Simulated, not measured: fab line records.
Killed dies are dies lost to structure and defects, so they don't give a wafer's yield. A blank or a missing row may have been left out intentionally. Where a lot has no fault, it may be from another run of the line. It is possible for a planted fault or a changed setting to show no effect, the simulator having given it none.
Split-lot trial / flow n5-finfet / on a route of 1938 steps: 7 lots, 21 wafers read

== SPLIT DETAILS ==
At N5_BEOL_M0_SAQP_EXPOSE_37 (exposes mask M0 CUT1, target cd 30 nm), the setting dose-mj was moved away from the recipe's 44.75 on 5 of the 21 wafers read, by -2.7% to +4.3%. This setting was run at the recipe's value on the other wafers.

== FROM THE SPLIT TO THE READING: what the file shows between them, 2 steps ==
- N5_BEOL_M0_SAQP_PEB_38: peb time 60 s
- N5_BEOL_M0_SAQP_DEVELOP_39: develop time 30 s

== THE READING ==
At N5_BEOL_M0_SAQP_CD_MEAS_40: cd-nm in nanometres, against a target cd of 30 nm. Typical for fault-free wafers on this fab line: 30.02 nm, with standard deviation 0.25 nm.

wafer=L076.1; tool, chamber at the split=euv-scanner-02, 0; dose-mj as run=43.53; against the recipe=-2.7%; cd-nm, nm=29.08; against lot-mates on the recipe=-0.86
wafer=L076.2; tool, chamber at the split=euv-scanner-02, 0; dose-mj as run=44.75; against the recipe=recipe; cd-nm, nm=30.02; against lot-mates on the recipe=-
wafer=L076.6; tool, chamber at the split=euv-scanner-02, 0; dose-mj as run=44.75; against the recipe=recipe; cd-nm, nm=29.86; against lot-mates on the recipe=-
wafer=L082.2; tool, chamber at the split=euv-scanner-02, 0; dose-mj as run=44.75; against the recipe=recipe; cd-nm, nm=29.90; against lot-mates on the recipe=-
wafer=L082.3; tool, chamber at the split=euv-scanner-02, 0; dose-mj as run=44.75; against the recipe=recipe; cd-nm, nm=29.73; against lot-mates on the recipe=-
wafer=L082.4; tool, chamber at the split=euv-scanner-02, 0; dose-mj as run=44.75; against the recipe=recipe; cd-nm, nm=29.61; against lot-mates on the recipe=-
wafer=L087.2; tool, chamber at the split=euv-scanner-01, 0; dose-mj as run=44.75; against the recipe=recipe; cd-nm, nm=30.42; against lot-mates on the recipe=-
wafer=L087.3; tool, chamber at the split=euv-scanner-01, 0; dose-mj as run=44.75; against the recipe=recipe; cd-nm, nm=29.87; against lot-mates on the recipe=-
wafer=L087.6; tool, chamber at the split=euv-scanner-01, 0; dose-mj as run=46.63; against the recipe=+4.2%; cd-nm, nm=31.08; against lot-mates on the recipe=+0.93
wafer=L089.2; tool, chamber at the split=euv-scanner-02, 0; dose-mj as run=44.75; against the recipe=recipe; cd-nm, nm=29.36; against lot-mates on the recipe=-
wafer=L089.3; tool, chamber at the split=euv-scanner-02, 0; dose-mj as run=46.05; against the recipe=+2.9%; cd-nm, nm=30.56; against lot-mates on the recipe=+0.99
wafer=L089.5; tool, chamber at the split=euv-scanner-02, 0; dose-mj as run=44.75; against the recipe=recipe; cd-nm, nm=29.78; against lot-mates on the recipe=-
wafer=L092.1; tool, chamber at the split=euv-scanner-01, 0; dose-mj as run=46.68; against the recipe=+4.3%; cd-nm, nm=30.76; against lot-mates on the recipe=+0.87
wafer=L092.3; tool, chamber at the split=euv-scanner-01, 0; dose-mj as run=46.68; against the recipe=+4.3%; cd-nm, nm=31.08; against lot-mates on the recipe=+1.19
wafer=L092.6; tool, chamber at the split=euv-scanner-01, 0; dose-mj as run=44.75; against the recipe=recipe; cd-nm, nm=29.89; against lot-mates on the recipe=-
wafer=L094.1; tool, chamber at the split=euv-scanner-01, 0; dose-mj as run=44.75; against the recipe=recipe; cd-nm, nm=30.30; against lot-mates on the recipe=-
wafer=L094.3; tool, chamber at the split=euv-scanner-01, 0; dose-mj as run=44.75; against the recipe=recipe; cd-nm, nm=30.43; against lot-mates on the recipe=-
wafer=L094.4; tool, chamber at the split=euv-scanner-01, 0; dose-mj as run=44.75; against the recipe=recipe; cd-nm, nm=30.35; against lot-mates on the recipe=-
wafer=L097.1; tool, chamber at the split=euv-scanner-02, 0; dose-mj as run=44.75; against the recipe=recipe; cd-nm, nm=29.77; against lot-mates on the recipe=-
wafer=L097.3; tool, chamber at the split=euv-scanner-02, 0; dose-mj as run=44.75; against the recipe=recipe; cd-nm, nm=30.45; against lot-mates on the recipe=-
wafer=L097.5; tool, chamber at the split=euv-scanner-02, 0; dose-mj as run=44.75; against the recipe=recipe; cd-nm, nm=30.07; against lot-mates on the recipe=-

THE FIT
A straight line over all 21 wafers: cd-nm changes by +0.242 nm for each +1% of dose-mj; r = +0.82; the points scatter about the line by 0.3 nm.
The same after taking each lot's own level away (the mean of its wafers on the recipe; 21 wafers): +0.257 nm for each +1%; r = +0.92; scatter 0.19 nm.
Per that fit: largest dose-mj move, reading shift of 1.1 nm.
Across the lots, their own levels run from 29.570 to 30.360 nm, a range of 3.2 times the standard deviation given above.
The two slopes are in agreement: the lot-to-lot level therefore moves the slope only a little.
Check: +1.18 nm against its lot-mates is what the line predicts for one of the wafers moved furthest among these (+4.3%) when that wafer is left out of the fit. It came out at +0.87 nm against them.

== THE WHOLE CHAIN: every reading that the file lists as answering this split, in the file's order ==
step=N5_BEOL_M0_SAQP_CD_MEAS_40; what it does=target cd 30 nm; reading=cd-nm; change (the file's fit)=+0.261 nm for each +1% of the setting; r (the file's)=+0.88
step=N5_BEOL_M0_SAQP_DESCUM_45; what it does=chemistry O2, time 7 s; reading=BEOL_M0_SAQP.cd-nm (the simulator's own value, which no gauge read); change (the file's fit)=+0.182 nm for each +1% of the setting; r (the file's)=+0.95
step=N5_BEOL_M0_SAQP_ETCH_73; what it does=etches SiARC in CF4, target depth 19.5 nm, time 32.5 s; reading=BEOL_M0_SAQP.cd-nm (the simulator's own value, which no gauge read); change (the file's fit)=+0.187 nm for each +1% of the setting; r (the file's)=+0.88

== FILE'S OWN FIT ==
cd-nm changes by +0.261 nm for each +1% of dose-mj, r = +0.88.
